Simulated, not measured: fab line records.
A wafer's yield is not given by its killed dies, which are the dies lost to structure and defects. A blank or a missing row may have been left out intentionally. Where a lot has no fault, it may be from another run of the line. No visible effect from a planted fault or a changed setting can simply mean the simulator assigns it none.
Chamber matching :: flow n5-finfet :: pecvd-01 running N5_BEOL_M8_DEP_56: 3 sister chambers
The step deposits SiCN from 3MS/NH3, target thk 10 nm, time 17.5 s. 3 wafers are shown with their chamber, then 7 later ones without.

## WAFERS PAIRED WITH THEIR CHAMBERS
wafer: L089.1
chamber: 0
showerhead-vpp-V (V): 871

wafer: L090.1
chamber: 1
showerhead-vpp-V (V): 868

wafer: L090.2
chamber: 2
showerhead-vpp-V (V): 980

## WAFERS MISSING THEIR CHAMBER
wafer: L090.6
showerhead-vpp-V (V): 868

wafer: L092.1
showerhead-vpp-V (V): 994

wafer: L092.3
showerhead-vpp-V (V): 876

wafer: L092.6
showerhead-vpp-V (V): 864

wafer: L093.3
showerhead-vpp-V (V): 862

wafer: L093.5
showerhead-vpp-V (V): 865

wafer: L093.6
showerhead-vpp-V (V): 865

## EACH ONE'S CHAMBER
wafer: L090.6
from the rows above: can't be placed: 1 or 0
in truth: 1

wafer: L092.1
from the rows above: 2
in truth: 2

wafer: L092.3
from the rows above: can't be placed: 0 or 1
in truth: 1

wafer: L092.6
from the rows above: can't be placed: 1 or 0
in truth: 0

wafer: L093.3
from the rows above: can't be placed: 1 or 0
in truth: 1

wafer: L093.5
from the rows above: can't be placed: 1 or 0
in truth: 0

wafer: L093.6
from the rows above: can't be placed: 1 or 0
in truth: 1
Placed correctly: 1 of 7. Can't be placed from these rows: 6 (the true chamber is among the candidates in 6). Number placed wrongly: 0.
How it was worked out, from the rows above alone: a wafer's distance from a chamber is the root of the sum, over the readings, of the square of ((its reading less the chamber's mean) divided by the reading's scatter). If the next closest chamber is less than 2 further off than the closest, the wafer can't be placed; otherwise it belongs to the closest. A chamber's mean is the mean of its shown wafers. The scatter: with one shown wafer a chamber, the root of the mean of the squares of how far each hidden wafer lies from its nearest shown one.
